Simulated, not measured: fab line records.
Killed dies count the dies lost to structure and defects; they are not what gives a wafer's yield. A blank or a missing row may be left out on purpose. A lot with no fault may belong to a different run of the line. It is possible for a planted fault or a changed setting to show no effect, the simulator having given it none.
One fault through the eyes of 2 desks	flow n5 finfet	every desk sees just its own numbers, and what lay behind them comes last

== AT THE METROLOGY DESK ==
What the gauges read, lot by lot, whatever tool the lot ran on: means of the sampled wafers that have a number. Any lot whose mean is over 4 standard deviations away from the usual mean is out of limits and marked OUT; that distance is given in the brackets. Of its 10 readings 7 are shown: those that lie furthest out on some lot.
Columns: A = DIBL_N at N5_BEOL_M4_RC_MEAS_101, usual 36.3 mV/V; B = IOFF_N at N5_BEOL_M4_RC_MEAS_101, usual 0.155 nA/um; C = IOFF_P at N5_BEOL_M4_RC_MEAS_101, usual 0.204 nA/um; D = ION_N at N5_BEOL_M4_RC_MEAS_101, usual 671 uA/um; E = SS_N at N5_BEOL_M4_RC_MEAS_101, usual 71.5 mV/dec; F = VT_N at N5_BEOL_M4_RC_MEAS_101, usual 250.2 mV; G = VT_P at N5_BEOL_M4_RC_MEAS_101, usual -251 mV
lot	first seen here	A	B	C	D	E	F	G
L816	day 8 18:48	35.0	0.154	0.208	670	71.4	249.3	-249
L817	day 8 21:08	36.5	0.175	0.196	677	71.1	246.5	-254
L820	day 9 17:58	38.9	0.191	0.246	675	72.4	248.8	-247
L823	day 10 16:14	35.7	0.144	0.211	670	71.9	250.3	-247
L824	day 10 22:15	36.7	0.159	0.200	673	71.7	249.8	-252
L832	day 12 10:29	34.8	0.129	0.184	669	71.3	252.1	-251
L833	day 12 20:58	36.1	0.151	0.205	670	71.3	252.0	-250
L834	day 13 05:38	36.2	0.150	0.189	670	71.6	250.5	-253
L835	day 13 06:14	36.8	0.172	0.230	674	71.2	247.8	-247
L836	day 13 14:47	34.5	0.117	0.176	653	71.3	253.8	-252
L837	day 13 19:38	35.9	0.146	0.183	669	71.7	251.2	-253
Finding of this desk: none of the 11 lots has anything out of limits.

== FOR THE TOOL OWNER'S DESK: pvd sputter-02 ==
The tool's own readings at N5_BEOL_M2_ANNEAL_82 (time 240 s): means of the sampled wafers that have a number, for each lot that ran on this tool. Any lot whose mean is over 4 standard deviations away from the usual mean is out of limits and marked OUT; that distance is given in the brackets.
Columns: A = heater power w at N5_BEOL_M2_ANNEAL_82, usual 848 W; B = susceptor temp C at N5_BEOL_M2_ANNEAL_82, usual 400.00 C
lot	first seen here	A	B
L816	day 7 15:43	921	400.03
L834	day 12 06:07	860	400.00
L836	day 12 12:25	854	399.92
L837	day 12 16:52	953	399.96
Finding of this desk: none of the 4 lots has anything out of limits.

== PUT TOGETHER ==
From the metrology desk's view, nothing was out of limits.
Nothing out of limits was seen by the tool owner's desk.

== WHAT THE SIMULATOR HAD INSERTED ==
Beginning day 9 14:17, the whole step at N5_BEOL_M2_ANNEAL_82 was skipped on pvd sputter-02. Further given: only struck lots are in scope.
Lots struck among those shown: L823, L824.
